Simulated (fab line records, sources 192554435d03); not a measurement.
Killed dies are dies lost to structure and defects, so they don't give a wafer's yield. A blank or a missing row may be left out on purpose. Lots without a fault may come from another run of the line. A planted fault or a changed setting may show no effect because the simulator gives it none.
Chamber matching | flow n5_finfet | N5_BEOL_M8_CURE_74 on uv_cure-03: 3 sister chambers
The step cures SiCOH lowk, time 240 s. 36 wafers are shown with their chamber, then 12 later ones without.

WAFERS WITH THEIR CHAMBER
wafer  | chamber | wafer_temp_C_max | lamp_power_pct (%)
L074.1 | 2       | 388.3            | 52.34
L074.2 | 2       | 387.2            | 52.26
L074.5 | 2       | 388.0            | 52.37
L075.1 | 1       | 387.8            | 52.23
L075.2 | 1       | 387.9            | 52.27
L075.3 | 1       | 386.4            | 52.37
L076.3 | 1       | 387.5            | 52.33
L076.4 | 1       | 387.5            | 52.32
L076.6 | 1       | 387.2            | 52.34
L079.2 | 2       | 387.5            | 52.37
L079.4 | 2       | 386.9            | 52.27
L079.6 | 2       | 387.2            | 52.44
L078.4 | 2       | 388.0            | 52.31
L078.5 | 2       | 387.8            | 52.33
L078.6 | 2       | 388.1            | 52.34
L085.1 | 2       | 387.9            | 52.31
L085.2 | 2       | 387.3            | 52.32
L085.3 | 2       | 387.7            | 52.28
L085.4 | 2       | 387.8            | 52.32
L085.5 | 2       | 387.0            | 52.23
L085.6 | 2       | 387.7            | 52.29
L083.2 | 0       | 386.3            | 52.31
L083.5 | 0       | 386.4            | 52.30
L083.6 | 0       | 386.7            | 52.23
L086.3 | 1       | 387.8            | 52.28
L086.4 | 1       | 387.4            | 52.29
L086.5 | 1       | 387.4            | 52.24
L090.1 | 2       | 387.5            | 52.39
L090.2 | 2       | 387.1            | 52.33
L090.6 | 2       | 387.3            | 52.34
L088.2 | 0       | 386.2            | 52.32
L088.4 | 0       | 386.3            | 52.24
L088.6 | 0       | 386.6            | 52.33
L091.1 | 1       | 387.5            | 52.33
L091.4 | 1       | 387.1            | 52.31
L091.6 | 1       | 387.1            | 52.33

SIGNATURES (means of the wafers above)
reading          | chamber 0 | chamber 1 | chamber 2 | scatter within a chamber
wafer_temp_C_max | 386.417   | 387.383   | 387.572   | 0.384
lamp_power_pct   | 52.2883   | 52.3033   | 52.3244   | 0.0463
Rule: a wafer's distance from a chamber is the root of the sum, over the readings, of the square of ((its reading less the chamber's mean) divided by the reading's scatter). The wafer belongs to the nearest chamber; if the next one is less than 2 further off, it can't be placed. The scatter: the root of (the sum of the squares of (reading less its chamber's mean) over the shown wafers, divided by (wafers less chambers)).

WAFERS WITHOUT THEIR CHAMBER
wafer  | wafer_temp_C_max | lamp_power_pct (%)
L089.2 | 387.0            | 52.30
L089.3 | 387.0            | 52.30
L089.6 | 386.4            | 52.37
L092.3 | 387.5            | 52.28
L092.4 | 387.9            | 52.30
L092.6 | 388.2            | 52.31
L094.1 | 386.8            | 52.36
L094.5 | 386.3            | 52.20
L094.6 | 386.1            | 52.38
L097.1 | 386.2            | 52.26
L097.2 | 387.4            | 52.26
L097.4 | 386.8            | 52.35

WHICH CHAMBER EACH WENT THROUGH
wafer  | from the rows above          | in truth
L089.2 | can't be placed: 1 or 0 or 2 | 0
L089.3 | can't be placed: 1 or 0 or 2 | 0
L089.6 | can't be placed: 0 or 1 or 2 | 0
L092.3 | can't be placed: 1 or 2      | 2
L092.4 | can't be placed: 2 or 1      | 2
L092.6 | can't be placed: 2 or 1      | 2
L094.1 | can't be placed: 0 or 1 or 2 | 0
L094.5 | can't be placed: 0 or 1      | 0
L094.6 | can't be placed: 0 or 1 or 2 | 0
L097.1 | 0                            | 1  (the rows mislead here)
L097.2 | can't be placed: 1 or 2 or 0 | 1
L097.4 | can't be placed: 0 or 1 or 2 | 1
Placed correctly: 0 of 12. Can't be placed from these rows: 11 (the true chamber is among the candidates in 11). Placed wrongly: 1.
